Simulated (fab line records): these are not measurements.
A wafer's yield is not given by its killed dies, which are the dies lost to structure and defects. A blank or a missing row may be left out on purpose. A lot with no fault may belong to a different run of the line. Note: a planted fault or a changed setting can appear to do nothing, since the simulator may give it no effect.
Which tool was responsible? + flow n5_finfet + 23 lots, 69 wafers sampled, at 3 steps of a route of 1938

WHAT THE GAUGES READ, wafer by wafer
N5_BEOL_M14_THK_MEAS_50: measures by xrf. Usual: M14_THK 547 nm, standard deviation 11.
| lot  | measured     | on            | M14_THK (nm) | flag |
|------|--------------|---------------|--------------|------|
| L074 | day 11 07:04 | film_metro-01 | 541 552 539  |      |
| L075 | day 12 08:45 | film_metro-01 | 549 539 542  |      |
| L076 | day 12 08:59 | film_metro-01 | 554 542 550  |      |
| L079 | day 12 11:26 | film_metro-02 | 541 541 541  |      |
| L077 | day 12 16:12 | film_metro-02 | 538 552 544  |      |
| L078 | day 12 20:11 | film_metro-01 | 562 567 546  |      |
| L080 | day 13 01:01 | film_metro-02 | 539 529 550  |      |
| L081 | day 13 11:56 | film_metro-02 | 541 557 542  |      |
| L083 | day 14 00:19 | film_metro-01 | 527 550 531  |      |
| L084 | day 14 10:49 | film_metro-02 | 549 536 539  |      |
| L086 | day 14 14:38 | film_metro-02 | 534 538 560  |      |
| L085 | day 14 22:53 | film_metro-01 | 537 554 535  |      |
| L088 | day 14 23:01 | film_metro-02 | 565 562 567  |      |
| L087 | day 15 02:54 | film_metro-01 | 535 531 556  |      |
| L090 | day 15 15:58 | film_metro-02 | 542 564 565  |      |
| L089 | day 15 23:48 | film_metro-02 | 551 548 548  |      |
| L092 | day 16 02:16 | film_metro-02 | 535 542 531  |      |
| L091 | day 16 04:46 | film_metro-01 | 555 538 537  |      |
| L093 | day 16 10:32 | film_metro-01 | 537 545 529  |      |
| L094 | day 16 20:08 | film_metro-02 | 552 546 552  |      |
| L096 | day 17 10:32 | film_metro-01 | 556 546 564  |      |
| L095 | day 17 11:44 | film_metro-01 | 563 550 564  |      |
| L097 | day 17 14:37 | film_metro-01 | 546 562 567  |      |

EACH LOT AND THE TOOL THAT RAN IT (in order: tool; ch and the chambers of the sampled wafers; start)
| lot  | N5_BEOL_M14_ETCH_68                | N5_BEOL_M14_SPUTTER_43       |
|------|------------------------------------|------------------------------|
| L074 | rie_diel-05 ch 2,3, day 11 00:18   | pvd_sputter-02, day 11 05:23 |
| L075 | rie_diel-02 ch 0,3, day 12 05:03   | pvd_sputter-02, day 12 06:29 |
| L076 | rie_diel-05 ch 0,2, day 12 05:31   | pvd_sputter-01, day 12 06:44 |
| L079 | rie_diel-06 ch 0,2, day 12 07:34   | pvd_sputter-01, day 12 10:23 |
| L077 | rie_diel-05 ch 1,2,3, day 12 11:11 | pvd_sputter-03, day 12 15:08 |
| L078 | rie_diel-06 ch 0,1,3, day 12 17:22 | pvd_sputter-02, day 12 19:08 |
| L080 | rie_diel-05 ch 0,2,3, day 12 19:10 | pvd_sputter-01, day 12 23:44 |
| L081 | rie_diel-06 ch 0,2,3, day 13 08:44 | pvd_sputter-03, day 13 10:52 |
| L083 | rie_diel-06 ch 0,1,2, day 13 21:08 | pvd_sputter-02, day 13 23:15 |
| L084 | rie_diel-02 ch 2,3, day 14 06:30   | pvd_sputter-01, day 14 08:56 |
| L086 | rie_diel-06 ch 0,1,2, day 14 07:31 | pvd_sputter-01, day 14 13:25 |
| L085 | rie_diel-05 ch 0,1, day 14 17:04   | pvd_sputter-01, day 14 20:49 |
| L088 | rie_diel-06 ch 1,3, day 14 19:35   | pvd_sputter-01, day 14 21:14 |
| L087 | rie_diel-05 ch 0,1,2, day 14 22:20 | pvd_sputter-02, day 15 01:51 |
| L090 | rie_diel-05 ch 1,3, day 15 11:58   | pvd_sputter-01, day 15 14:49 |
| L089 | rie_diel-02 ch 0,3, day 15 15:19   | pvd_sputter-03, day 15 21:58 |
| L092 | rie_diel-02 ch 1,3, day 15 21:58   | pvd_sputter-02, day 16 00:56 |
| L091 | rie_diel-05 ch 0,1, day 15 22:29   | pvd_sputter-02, day 16 03:41 |
| L093 | rie_diel-02 ch 1,3, day 16 08:20   | pvd_sputter-01, day 16 09:21 |
| L094 | rie_diel-02 ch 0,1,2, day 16 11:25 | pvd_sputter-01, day 16 19:04 |
| L096 | rie_diel-05 ch 2,3, day 17 05:47   | pvd_sputter-03, day 17 09:28 |
| L095 | rie_diel-06 ch 0,1,3, day 17 06:01 | pvd_sputter-02, day 17 09:53 |
| L097 | rie_diel-06 ch 0,2,3, day 17 11:58 | pvd_sputter-02, day 17 13:32 |
- N5_BEOL_M14_ETCH_68: etches SOC in N2/H2, time 450 s.
- N5_BEOL_M14_SPUTTER_43: material TaN, target thk 15 nm, time 24.19 s.

AS READ BY THE TOOLS THEMSELVES (means over the sampled wafers that have a number; for cases with no such wafer, the mark the record gives instead)
N5_BEOL_M14_ETCH_68. Usual: drypump_motor_current_A 5.7 A, standard deviation 0.45; oes_product_au 0.82 a.u., standard deviation 0.089; rf_vpp_V 524.7 V, standard deviation 2.6; showerhead_plenum_p_Torr 2.58 Torr, standard deviation 0.095; throttle_valve_pct 17.77 %, standard deviation 0.25.
| lot  | tool        | drypump_motor_current_A (A) | oes_product_au (a.u.) | rf_vpp_V (V) | showerhead_plenum_p_Torr (Torr) | throttle_valve_pct (%) | flag |
|------|-------------|-----------------------------|-----------------------|--------------|---------------------------------|------------------------|------|
| L074 | rie_diel-05 | 5.1                         | 0.75                  | 527.5        | 2.66                            | 17.80                  |      |
| L075 | rie_diel-02 | 6.2                         | 0.79                  | 522.1        | 2.51                            | 17.54                  |      |
| L076 | rie_diel-05 | 5.8                         | 0.87                  | 523.5        | 2.55                            | 17.50                  |      |
| L079 | rie_diel-06 | 5.6                         | 0.88                  | 521.5        | 2.47                            | 17.95                  |      |
| L077 | rie_diel-05 | 5.2                         | 0.77                  | 526.2        | 2.63                            | 17.88                  |      |
| L078 | rie_diel-06 | 5.8                         | 0.89                  | 527.2        | 2.63                            | 17.88                  |      |
| L080 | rie_diel-05 | 5.4                         | 0.79                  | 525.7        | 2.60                            | 17.67                  |      |
| L081 | rie_diel-06 | 5.5                         | 0.81                  | 523.8        | 2.53                            | 17.91                  |      |
| L083 | rie_diel-06 | 5.6                         | 0.82                  | 523.6        | 2.53                            | 18.06                  |      |
| L084 | rie_diel-02 | 5.9                         | 0.76                  | 523.9        | 2.57                            | 17.73                  |      |
| L086 | rie_diel-06 | 5.6                         | 0.81                  | 523.3        | 2.53                            | 18.08                  |      |
| L085 | rie_diel-05 | 5.4                         | 0.79                  | 522.9        | 2.53                            | 17.92                  |      |
| L088 | rie_diel-06 | 5.8                         | 0.85                  | 526.6        | 2.69                            | 18.00                  |      |
| L087 | rie_diel-05 | 5.5                         | 0.81                  | 524.6        | 2.57                            | 17.75                  |      |
| L090 | rie_diel-05 | 5.0                         | 0.92                  | 525.8        | 2.60                            | 17.78                  |      |
| L089 | rie_diel-02 | 6.0                         | 0.81                  | 522.7        | 2.49                            | 17.55                  |      |
| L092 | rie_diel-02 | 6.1                         | 0.82                  | 523.6        | 2.54                            | 17.57                  |      |
| L091 | rie_diel-05 | 5.4                         | 0.78                  | 522.5        | 2.52                            | 17.95                  |      |
| L093 | rie_diel-02 | 6.1                         | 0.83                  | 524.1        | 2.54                            | 17.57                  |      |
| L094 | rie_diel-02 | 6.3                         | 0.81                  | 524.1        | 2.59                            | 17.58                  |      |
| L096 | rie_diel-05 | 5.0                         | 0.89                  | 524.9        | 2.63                            | 17.63                  |      |
| L095 | rie_diel-06 | 5.8                         | 0.82                  | 526.1        | 2.61                            | 17.96                  |      |
| L097 | rie_diel-06 | 5.6                         | 0.86                  | 526.3        | 2.62                            | 17.82                  |      |

N5_BEOL_M14_SPUTTER_43. Usual: throttle_valve_pct 29.8 %, standard deviation 0.9.
| lot  | tool           | throttle_valve_pct (%) | flag |
|------|----------------|------------------------|------|
| L074 | pvd_sputter-02 | 28.8                   |      |
| L075 | pvd_sputter-02 | 29.0                   |      |
| L076 | pvd_sputter-01 | 30.4                   |      |
| L079 | pvd_sputter-01 | 30.8                   |      |
| L077 | pvd_sputter-03 | 29.9                   |      |
| L078 | pvd_sputter-02 | 29.2                   |      |
| L080 | pvd_sputter-01 | 30.6                   |      |
| L081 | pvd_sputter-03 | 30.6                   |      |
| L083 | pvd_sputter-02 | 29.0                   |      |
| L084 | pvd_sputter-01 | 30.0                   |      |
| L086 | pvd_sputter-01 | 30.7                   |      |
| L085 | pvd_sputter-01 | 30.7                   |      |
| L088 | pvd_sputter-01 | 29.6                   |      |
| L087 | pvd_sputter-02 | 28.8                   |      |
| L090 | pvd_sputter-01 | 30.1                   |      |
| L089 | pvd_sputter-03 | 30.4                   |      |
| L092 | pvd_sputter-02 | 29.1                   |      |
| L091 | pvd_sputter-02 | 29.0                   |      |
| L093 | pvd_sputter-01 | 30.2                   |      |
| L094 | pvd_sputter-01 | 30.2                   |      |
| L096 | pvd_sputter-03 | 30.2                   |      |
| L095 | pvd_sputter-02 | 28.8                   |      |
| L097 | pvd_sputter-02 | 28.8                   |      |

THE ANSWER, worked out from the rows above alone
Rule: take the mean of a lot's wafers that have a number; if it is more than 3 standard deviations from the usual mean, the lot is off. Also off: a lot with no number at a reading for which 4 or more lots have one. The other lots that the step has rows for count as sound. First the gauges in route order, then the tools' own readings, where a lot's mean is used as printed above. The first step at which some lot is off is used, and at that step the reading that is off furthest; a lot without a number counts as furthest.
None of the lots is off at any reading shown; this tells nothing.

WHAT THE SIMULATOR HAD PUT IN
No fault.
